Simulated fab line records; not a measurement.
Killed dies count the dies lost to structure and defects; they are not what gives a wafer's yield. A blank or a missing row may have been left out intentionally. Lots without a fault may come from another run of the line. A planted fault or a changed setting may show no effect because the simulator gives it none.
Which tool is to blame? + flow nand_harc + 72 wafers from 24 lots sampled at 3 of the route's 1302 steps

## WHAT THE GAUGES READ, wafer by wafer
NHARC_A_ONON_D2_THK_MEAS_21: measures by ellipsometry.
| lot  | measured     | on            | thk_nm (nm)    |
|------|--------------|---------------|----------------|
| L075 | day 13 04:44 | film_metro-02 | 1006 1006 1006 |
| L074 | day 13 04:44 | film_metro-01 | 1000 999 999   |
| L076 | day 14 06:23 | film_metro-02 | 1014 1015 1015 |
| L078 | day 14 10:59 | film_metro-01 | 1009 1008 1006 |
| L077 | day 14 10:59 | film_metro-02 | 1001 1000 999  |
| L080 | day 15 10:03 | film_metro-01 | 1006 1005 1007 |
| L081 | day 15 10:03 | film_metro-02 | 995 995 995    |
| L079 | day 15 10:04 | film_metro-01 | 1017 1016 1016 |
| L082 | day 16 03:13 | film_metro-01 | 1008 1009 1007 |
| L083 | day 16 16:25 | film_metro-01 | 1015 1016 1017 |
| L084 | day 17 10:11 | film_metro-01 | 992 991 990    |
| L085 | day 17 10:11 | film_metro-01 | 1005 1004 1004 |
| L086 | day 17 18:35 | film_metro-02 | 985 983 984    |
| L088 | day 18 21:14 | film_metro-02 | 1004 1004 1004 |
| L087 | day 18 21:14 | film_metro-01 | 999 1002 1001  |
| L089 | day 18 21:14 | film_metro-02 | 991 990 990    |
| L090 | day 19 14:14 | film_metro-01 | 990 990 991    |
| L091 | day 19 20:23 | film_metro-01 | 1000 1000 1002 |
| L093 | day 20 17:51 | film_metro-01 | 992 993 993    |
| L092 | day 20 23:30 | film_metro-02 | 987 986 986    |
| L094 | day 21 08:04 | film_metro-02 | 1004 1005 1006 |
| L096 | day 21 18:01 | film_metro-02 | 982 982 981    |
| L097 | day 22 04:34 | film_metro-01 | 993 993 994    |
| L095 | day 22 04:34 | film_metro-02 | 1001 999 1002  |

NHARC_A_CHANNEL_HOLE_D2_CD_MEAS_18.
| lot  | measured     | on        | cd_nm (nm)       |
|------|--------------|-----------|------------------|
| L075 | day 13 11:09 | cd_sem-03 | 104.2 96.0 99.5  |
| L074 | day 13 10:59 | cd_sem-01 | 101.1 92.5 100.9 |
| L076 | day 14 16:47 | cd_sem-03 | 93.6 97.3 96.7   |
| L078 | day 15 01:58 | cd_sem-01 | 97.7 97.6 98.5   |
| L077 | day 15 02:08 | cd_sem-03 | 97.7 100.9 101.7 |
| L080 | day 15 18:21 | cd_sem-02 | 96.8 101.1 98.1  |
| L081 | day 15 17:10 | cd_sem-02 | 102.0 98.2 95.9  |
| L079 | day 15 17:00 | cd_sem-03 | 100.9 97.1 101.8 |
| L082 | day 16 11:20 | cd_sem-02 | 100.1 101.9 99.4 |
| L083 | day 17 04:27 | cd_sem-02 | 94.9 99.8 95.5   |
| L084 | day 17 16:53 | cd_sem-03 | 96.5 99.9 100.6  |
| L085 | day 17 18:48 | cd_sem-03 | 101.6 103.9 98.8 |
| L086 | day 18 00:53 | cd_sem-01 | 91.7 97.8 96.1   |
| L088 | day 19 03:32 | cd_sem-02 | 99.9 96.3 101.4  |
| L087 | day 19 03:40 | cd_sem-03 | 97.8 98.9 103.7  |
| L089 | day 19 05:22 | cd_sem-02 | 98.8 100.5 104.0 |
| L090 | day 19 20:43 | cd_sem-03 | 100.8 104.1 98.4 |
| L091 | day 20 02:31 | cd_sem-03 | 99.0 99.7 95.3   |
| L093 | day 21 00:20 | cd_sem-01 | 101.9 97.5 100.1 |
| L092 | day 21 06:37 | cd_sem-03 | 97.8 102.3 101.0 |
| L094 | day 21 20:46 | cd_sem-03 | 98.6 96.2 100.2  |
| L096 | day 22 05:25 | cd_sem-03 | 94.9 99.9 99.0   |
| L097 | day 22 11:11 | cd_sem-02 | 96.5 101.0 100.5 |
| L095 | day 22 13:03 | cd_sem-03 | 99.1 100.2 102.7 |

## WHAT TOOL EACH LOT RAN ON (gives the tool, then ch and the chambers of the sampled wafers, and finally the start)
| lot  | NHARC_A_CHANNEL_HOLE_D2_ETCH_16               |
|------|-----------------------------------------------|
| L075 | rie_diel-09 ch 0,1, day 13 11:09 or earlier   |
| L074 | rie_diel-08 ch 0,3, day 13 10:59 or earlier   |
| L076 | rie_diel-08 ch 0,1,3, day 14 16:47 or earlier |
| L078 | rie_diel-09 ch 0,1,3, day 15 01:58 or earlier |
| L077 | rie_diel-08 ch 0,1, day 15 02:08 or earlier   |
| L080 | rie_diel-09 ch 0,1, day 15 18:21 or earlier   |
| L081 | rie_diel-09 ch 0,3, day 15 17:10 or earlier   |
| L079 | rie_diel-08 ch 1,2, day 15 17:00 or earlier   |
| L082 | rie_diel-09 ch 2,3, day 16 11:20 or earlier   |
| L083 | rie_diel-05 ch 1,2,3, day 17 04:27 or earlier |
| L084 | rie_diel-05 ch 0,1,2, day 17 16:53 or earlier |
| L085 | rie_diel-05 ch 0,1,2, day 17 18:48 or earlier |
| L086 | rie_diel-09 ch 1,2,3, day 18 00:53 or earlier |
| L088 | rie_diel-08 ch 1,2,3, day 19 03:32 or earlier |
| L087 | rie_diel-05 ch 0,1,3, day 19 03:40 or earlier |
| L089 | rie_diel-08 ch 0,2,3, day 19 05:22 or earlier |
| L090 | rie_diel-08 ch 0,1,3, day 19 20:43 or earlier |
| L091 | rie_diel-05 ch 0,3, day 20 02:31 or earlier   |
| L093 | rie_diel-09 ch 0,1,2, day 21 00:20 or earlier |
| L092 | rie_diel-09 ch 0,1,3, day 21 06:37 or earlier |
| L094 | rie_diel-05 ch 0,1,3, day 21 20:46 or earlier |
| L096 | rie_diel-05 ch 0,2,3, day 22 05:25 or earlier |
| L097 | rie_diel-05 ch 0,1,3, day 22 11:11 or earlier |
| L095 | rie_diel-09 ch 0,1, day 22 13:03 or earlier   |
- NHARC_A_CHANNEL_HOLE_D2_ETCH_16: etches the open film in O2/COS, target depth 3100 nm, time 806 s.

## WHAT THE TOOLS THEMSELVES READ (means of the sampled wafers that have a number; where no wafer has one, the mark that the record gives instead)
NHARC_A_CHANNEL_HOLE_D2_ETCH_16.
| lot  | tool        | drypump_motor_current_A (A) | oes_product_au (a.u.) | rf_vpp_V (V) | showerhead_plenum_p_Torr (Torr) | throttle_valve_pct (%) |
|------|-------------|-----------------------------|-----------------------|--------------|---------------------------------|------------------------|
| L075 | rie_diel-09 | 6.2                         | 1.004                 | 313.7        | 3.14                            | 28.331                 |
| L074 | rie_diel-08 | 5.8                         | 1.016                 | 315.3        | 3.23                            | 28.328                 |
| L076 | rie_diel-08 | 5.5                         | 1.014                 | 314.4        | 3.13                            | 28.330                 |
| L078 | rie_diel-09 | 6.2                         | 0.995                 | 312.3        | 3.03                            | 28.326                 |
| L077 | rie_diel-08 | 5.4                         | 0.999                 | 312.3        | 3.03                            | 28.334                 |
| L080 | rie_diel-09 | 6.2                         | 0.985                 | 313.8        | 3.13                            | 28.336                 |
| L081 | rie_diel-09 | 6.1                         | 0.995                 | 310.9        | 2.93                            | 28.326                 |
| L079 | rie_diel-08 | 5.7                         | 0.985                 | 313.6        | 3.08                            | 28.325                 |
| L082 | rie_diel-09 | 6.1                         | 1.001                 | 312.0        | 2.93                            | 28.323                 |
| L083 | rie_diel-05 | 5.8                         | 0.996                 | 314.8        | 3.17                            | 28.331                 |
| L084 | rie_diel-05 | 5.8                         | 0.993                 | 314.0        | 3.16                            | 28.330                 |
| L085 | rie_diel-05 | 5.9                         | 0.985                 | 314.0        | 3.16                            | 28.336                 |
| L086 | rie_diel-09 | 6.1                         | 1.005                 | 313.1        | 3.03                            | 28.322                 |
| L088 | rie_diel-08 | 5.7                         | 0.987                 | 314.4        | 3.13                            | 28.333                 |
| L087 | rie_diel-05 | 6.1                         | 1.010                 | 313.3        | 3.09                            | 28.329                 |
| L089 | rie_diel-08 | 5.8                         | 0.999                 | 314.6        | 3.17                            | 28.331                 |
| L090 | rie_diel-08 | 5.5                         | 1.000                 | 314.0        | 3.13                            | 28.327                 |
| L091 | rie_diel-05 | 6.5                         | 1.003                 | 313.1        | 3.00                            | 28.333                 |
| L093 | rie_diel-09 | 6.0                         | 0.997                 | 313.4        | 3.05                            | 28.334                 |
| L092 | rie_diel-09 | 6.1                         | 1.002                 | 312.8        | 3.03                            | 28.331                 |
| L094 | rie_diel-05 | 6.1                         | 1.004                 | 313.7        | 3.09                            | 28.322                 |
| L096 | rie_diel-05 | 6.2                         | 1.006                 | 313.3        | 3.07                            | 28.333                 |
| L097 | rie_diel-05 | 6.0                         | 1.012                 | 314.5        | 3.09                            | 28.336                 |
| L095 | rie_diel-09 | 6.0                         | 0.989                 | 312.7        | 3.05                            | 28.318                 |

## THE ANSWER, worked out from the rows above alone
Rule: the usual values come from the lots themselves. Put in order of their means at a reading, lots are off if they are a third of the lots or fewer, leave a main group of 4 or more, and stand apart from it by a gap of 3 or more times the standard deviation of the main group's means; of several such gaps the widest counts. A main group is skipped when, at the precision printed for the reading in the tables above, its means are all equal. A lot without any number at a reading at which 4 lots or more have one is off too. Where the step has rows for the other lots, those lots are counted as sound. First the gauges in route order, then the tools' own readings, where a lot's mean is used as printed above. The first step at which some lot is off is used, and at that step the reading that is off furthest; a lot without a number counts as furthest.
None of the lots is off at any reading shown; this tells nothing.

## WHAT HAD BEEN PUT IN BY THE SIMULATOR
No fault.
